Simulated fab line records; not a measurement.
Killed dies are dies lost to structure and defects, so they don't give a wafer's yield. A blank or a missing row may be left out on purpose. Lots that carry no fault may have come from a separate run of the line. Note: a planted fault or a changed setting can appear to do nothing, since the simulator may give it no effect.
Chamber matching | flow n5_finfet | N5_BEOL_M0_SAQP_SPACER2_ALD_26 on ald_sin-01: 4 sister chambers
The step deposits SiO2, target thk 15 nm, pulse time 1 s, purge time 2 s. 18 wafers are shown with their chamber, then 9 later ones without.

== WAFERS, EACH WITH ITS CHAMBER ==
wafer  | chamber | heater_power_w (W) | precursor_pulse_height_rel | susceptor_temp_C (C)
L075.2 | 0       | 465                | 1.020                      | 300.22
L075.5 | 1       | 405                | 1.000                      | 299.97
L075.6 | 2       | 476                | 1.014                      | 300.01
L076.1 | 3       | 394                | 1.022                      | 300.13
L076.4 | 1       | 396                | 0.995                      | 300.17
L076.6 | 1       | 397                | 1.006                      | 299.89
L083.1 | 1       | 411                | 1.014                      | 299.77
L083.4 | 0       | 467                | 0.990                      | 299.69
L083.5 | 1       | 411                | 1.009                      | 299.81
L085.3 | 0       | 461                | 1.019                      | 299.93
L085.4 | 2       | 471                | 0.980                      | 300.27
L085.5 | 0       | 470                | 1.001                      | 300.24
L089.2 | 0       | 464                | 1.020                      | 299.82
L089.4 | 2       | 488                | 1.009                      | 300.16
L089.6 | 0       | 457                | 0.993                      | 299.95
L090.2 | 1       | 404                | 0.961                      | 300.15
L090.3 | 2       | 488                | 1.005                      | 299.74
L090.6 | 0       | 469                | 0.980                      | 300.04

SIGNATURES, as means of the wafers listed above
reading                    | chamber 0 | chamber 1 | chamber 2 | chamber 3 | scatter within a chamber
heater_power_w             | 464.71    | 404.00    | 480.75    | 394.00    | 6.33
precursor_pulse_height_rel | 1.00329   | 0.99750   | 1.00200   | 1.02200   | 0.0172
susceptor_temp_C           | 299.9843  | 299.9600  | 300.0450  | 300.1300  | 0.197
Rule: for each reading, subtract the chamber's mean from the wafer's reading, divide by that reading's scatter and square the result; add these up over the readings and take the root, which gives the wafer's distance from the chamber. The wafer belongs to the nearest chamber; if the next one is less than 2 further off, it can't be placed. The scatter: the root of (the sum of the squares of (reading less its chamber's mean) over the shown wafers, divided by (wafers less chambers)).

== WAFERS WHOSE CHAMBER IS MISSING ==
wafer  | heater_power_w (W) | precursor_pulse_height_rel | susceptor_temp_C (C)
L091.1 | 460                | 1.015                      | 299.82
L091.3 | 491                | 1.050                      | 299.75
L091.6 | 486                | 1.017                      | 300.15
L094.1 | 474                | 1.007                      | 300.30
L094.4 | 468                | 1.000                      | 299.91
L094.5 | 392                | 0.967                      | 300.20
L096.2 | 486                | 0.981                      | 299.88
L096.3 | 464                | 0.992                      | 299.83
L096.5 | 417                | 0.977                      | 299.71

== EACH ONE'S CHAMBER ==
wafer  | from the rows above     | in truth
L091.1 | 0                       | 0
L091.3 | can't be placed: 2 or 0 | 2
L091.6 | 2                       | 2
L094.1 | can't be placed: 2 or 0 | 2
L094.4 | can't be placed: 0 or 2 | 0
L094.5 | can't be placed: 1 or 3 | 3
L096.2 | can't be placed: 2 or 0 | 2
L096.3 | can't be placed: 0 or 2 | 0
L096.5 | 1                       | 1
Correctly placed: 3 of 9. These rows do not allow placing 6 (true chamber among the candidates in 6). Placed wrongly: 0.
